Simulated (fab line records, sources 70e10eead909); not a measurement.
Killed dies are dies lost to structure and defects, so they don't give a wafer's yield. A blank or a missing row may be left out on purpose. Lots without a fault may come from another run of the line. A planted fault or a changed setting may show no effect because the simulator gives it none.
Which tool did it? | flow nand_harc | 6 lots, 18 wafers sampled, at 4 steps of a route of 1302

WHAT THE GAUGES READ, wafer by wafer
NHARC_P_STI_INSPECT_11.
lot  | measured     | on                | raw_defect_count
L844 | day 3 08:53  | defect_inspect-01 | 8 1 3
L848 | day 4 20:29  | defect_inspect-01 | 4 2 5
L850 | day 5 17:52  | defect_inspect-01 | 7 5 4
L856 | day 8 05:36  | defect_inspect-01 | 1372 1345 1282
L864 | day 11 13:25 | defect_inspect-02 | 13 14 5
L866 | day 12 16:32 | defect_inspect-01 | 7 2 5

WHICH TOOL RAN EACH LOT (tool, then ch and the chambers of the sampled wafers, then the start)
lot  | NHARC_P_ZERO_WELL_DESCUM_26        | NHARC_P_ZERO_WELL_DESCUM_39        | NHARC_P_STI_OXIDE_29
L844 | rie_diel-11 ch 0,1,2, day 2 08:46  | rie_diel-13 ch 0,2,3, day 2 10:20  | furnace-01 ch 0, day 2 21:31
L848 | rie_diel-13 ch 0,1, day 4 00:35    | rie_diel-13 ch 0,2, day 4 02:06    | furnace-01 ch 0, day 4 09:14
L850 | rie_diel-11 ch 0,3, day 4 20:46    | rie_diel-13 ch 0,1, day 4 22:29    | furnace-01 ch 0, day 5 06:29
L856 | rie_diel-11 ch 1,2, day 7 08:51    | rie_diel-13 ch 0,2,3, day 7 10:29  | furnace-04 ch 0, day 7 18:09
L864 | rie_diel-11 ch 1,2,3, day 10 16:37 | rie_diel-02 ch 0,1, day 10 18:08   | furnace-01 ch 0, day 11 02:08
L866 | rie_diel-02 ch 0,2,3, day 11 12:40 | rie_diel-02 ch 0,1,2, day 11 14:17 | furnace-01 ch 0, day 12 03:28
- NHARC_P_ZERO_WELL_DESCUM_26: chemistry O2, time 3 s.
- NHARC_P_ZERO_WELL_DESCUM_39: chemistry O2, time 3 s.
- NHARC_P_STI_OXIDE_29: material SiO2, target thk 10 nm, ox time 1362 s.

THE ANSWER, worked out from the rows above alone
Rule: what is usual is taken from the lots themselves. Put in order of their means at a reading, lots are off if they are a third of the lots or fewer, leave a main group of 4 or more, and stand apart from it by a gap of 3 or more times the standard deviation of the main group's means; of several such gaps the widest counts. A main group whose means are all the same, to the digits that the tables above print for the reading, isn't used. A lot without any number at a reading at which 4 lots or more have one is off too. The other lots that the step has rows for count as sound.
Off: L856, at NHARC_P_STI_INSPECT_11 (raw_defect_count). The main group: mean 6, standard deviation 2.6.
A tool fits if, at a process step before that reading, it ran every lot that is off, and no sound lot after the first of them. The gauges at NHARC_P_STI_INSPECT_11 are tried like those tools. Can't be told from this: 2 tools fit, rie_diel-13 at NHARC_P_ZERO_WELL_DESCUM_39, furnace-04 at NHARC_P_STI_OXIDE_29.

WHAT THE SIMULATOR HAD PUT IN
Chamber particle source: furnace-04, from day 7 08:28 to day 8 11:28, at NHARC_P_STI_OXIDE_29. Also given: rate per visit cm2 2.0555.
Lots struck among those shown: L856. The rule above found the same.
